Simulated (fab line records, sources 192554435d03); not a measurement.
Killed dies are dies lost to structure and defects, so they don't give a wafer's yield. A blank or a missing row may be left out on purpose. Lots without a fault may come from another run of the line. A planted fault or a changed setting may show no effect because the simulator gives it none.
Split-lot experiment | flow n5_finfet | 7 lots, 39 wafers read, on a route of 1938 steps

THE SPLIT
At N5_FIN_SAQP_HM_DEP_72 (deposits SiO2 from SiH4/N2O, target thk 12 nm, time 7.2 s), the setting time_s was moved away from the recipe's 7.2 s on 15 of the 39 wafers read, by -55.2% to +53.5%. The other wafers ran this setting at the recipe's value.

FROM THE SPLIT TO THE READING: what the file shows between them, 4 steps
- N5_FIN_SAQP_COAT_49: time 60 s, resist thk 100 nm
- N5_FIN_SAQP_COAT_50: time 60 s, resist thk 35 nm
- N5_FIN_SAQP_ETCH_52: etches SOC in N2/H2, target depth 100 nm, overetch 20 nm, time 150 s
- N5_FIN_SAQP_STRIP_53: strips in N2/H2

THE READING
oes_product_au, in a.u., at N5_FIN_SAQP_HM_OPEN_73 (chemistry CHF3/O2, target SiO2, stops on a-Si, target depth 12 nm, time 16.8 s). Fault-free wafers of this fab line usually give 0.46 a.u., standard deviation 0.047 a.u..

wafer  | tool, chamber at the split | time_s as run, s | against the recipe | oes_product_au, a.u. | against lot-mates on the recipe
L074.1 | pecvd-02, 1                | 7.2              | recipe             | 0.44                 | -
L074.2 | pecvd-02, 2                | 4.942            | -31.4%             | 0.41                 | -0.05
L074.3 | pecvd-02, 0                | 4.942            | -31.4%             | 0.38                 | -0.08
L074.4 | pecvd-02, 0                | 4.942            | -31.4%             | 0.44                 | -0.02
L074.5 | pecvd-02, 2                | 7.2              | recipe             | 0.46                 | -
L074.6 | pecvd-02, 1                | 7.2              | recipe             | 0.49                 | -
L079.1 | pecvd-02, 1                | 7.2              | recipe             | 0.43                 | -
L079.2 | pecvd-02, 0                | 7.2              | recipe             | 0.43                 | -
L079.3 | pecvd-02, 2                | 11.05            | +53.5%             | 0.54                 | +0.09
L079.4 | pecvd-02, 2                | 11.05            | +53.5%             | 0.60                 | +0.15
L079.5 | pecvd-02, 1                | 11.05            | +53.5%             | 0.51                 | +0.06
L079.6 | pecvd-02, 0                | 7.2              | recipe             | 0.49                 | -
L081.1 | pecvd-01, 0                | 7.2              | recipe             | 0.47                 | -
L081.2 | pecvd-01, 2                | 7.2              | recipe             | 0.43                 | -
L081.3 | pecvd-01, 1                | 7.2              | recipe             | 0.42                 | -
L081.4 | pecvd-01, 0                | 7.2              | recipe             | 0.45                 | -
L081.5 | pecvd-01, 2                | 7.2              | recipe             | 0.44                 | -
L081.6 | pecvd-01, 1                | 7.2              | recipe             | 0.48                 | -
L082.1 | pecvd-02, 1                | 7.2              | recipe             | 0.48                 | -
L082.2 | pecvd-02, 2                | 3.222            | -55.2%             | 0.34                 | -0.11
L082.3 | pecvd-02, 0                | 3.222            | -55.2%             | 0.35                 | -0.10
L082.4 | pecvd-02, 2                | 3.222            | -55.2%             | 0.34                 | -0.11
L082.5 | pecvd-02, 1                | 7.2              | recipe             | 0.45                 | -
L082.6 | pecvd-02, 0                | 7.2              | recipe             | 0.43                 | -
L083.2 | pecvd-02, 2                | 7.2              | recipe             | 0.40                 | -
L083.3 | pecvd-02, 0                | 7.2              | recipe             | 0.45                 | -
L083.4 | pecvd-02, 2                | 7.2              | recipe             | 0.45                 | -
L093.1 | pecvd-02, 1                | 7.2              | recipe             | 0.46                 | -
L093.2 | pecvd-02, 0                | 3.471            | -51.8%             | 0.34                 | -0.11
L093.3 | pecvd-02, 2                | 7.2              | recipe             | 0.42                 | -
L093.4 | pecvd-02, 2                | 3.471            | -51.8%             | 0.35                 | -0.10
L093.5 | pecvd-02, 0                | 3.471            | -51.8%             | 0.33                 | -0.12
L093.6 | pecvd-02, 1                | 7.2              | recipe             | 0.47                 | -
L095.1 | pecvd-02, 1                | 7.2              | recipe             | 0.47                 | -
L095.2 | pecvd-02, 2                | 8.325            | +15.6%             | 0.45                 | +0.01
L095.3 | pecvd-02, 0                | 8.325            | +15.6%             | 0.44                 | +0.00
L095.4 | pecvd-02, 2                | 7.2              | recipe             | 0.44                 | -
L095.5 | pecvd-02, 1                | 8.325            | +15.6%             | 0.46                 | +0.02
L095.6 | pecvd-02, 0                | 7.2              | recipe             | 0.42                 | -

THE FIT
A straight line over all 39 wafers: oes_product_au changes by +0.00183 a.u. for each +1% of time_s; r = +0.89; the points scatter about the line by 0.025 a.u..
The same after taking each lot's own level away (the mean of its wafers on the recipe; 39 wafers): +0.00191 a.u. for each +1%; r = +0.91; scatter 0.023 a.u..
On that fit, the largest move of time_s shifts the reading by 0.11 a.u..
The lots' own levels span 0.433 to 0.463 a.u., that is 0.6 times the standard deviation above.
So the lot-to-lot level changes the slope little: the two slopes agree.
Check: with one of the wafers moved furthest among these (-55.2%) left out of the fit, the line predicts -0.107 a.u. for it against its lot-mates. It came out at -0.113 a.u. against them.

OTHER SPLITS ON THESE WAFERS
These wafers also went through other splits before the reading. Each is held against what the fit with the lots' levels taken away leaves over:
other split on the same wafers          | wafers away from the commonest value | r with oes_product_au (lot level and that fit taken away)
N5_ZERO_LAYER_DEVELOP_10 develop_time_s | 18                                   | +0.03

THE WHOLE CHAIN: every reading that the file lists as answering this split, in the file's order
step                   | what it does                                                                   | reading                                                                            | change (the file's fit)                   | r (the file's)
N5_FIN_SAQP_HM_DEP_72  | deposits SiO2 from SiH4/N2O, target thk 12 nm, time 7.2 s                      | SiO2_of_FIN_SAQP_HM_DEP_72.thk_nm (the simulator's own value, which no gauge read) | +0.122 nm for each +1% of the setting     | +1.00
N5_FIN_SAQP_HM_OPEN_73 | chemistry CHF3/O2, target SiO2, stops on a-Si, target depth 12 nm, time 16.8 s | oes_product_au                                                                     | +0.00193 a.u. for each +1% of the setting | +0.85
N5_FIN_SAQP_HM_OPEN_73 | chemistry CHF3/O2, target SiO2, stops on a-Si, target depth 12 nm, time 16.8 s | etch.depth_nm (the simulator's own value, which no gauge read)                     | +0.122 nm for each +1% of the setting     | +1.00

THE FILE'S OWN FIT
oes_product_au changes by +0.00193 a.u. for each +1% of time_s, r = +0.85.
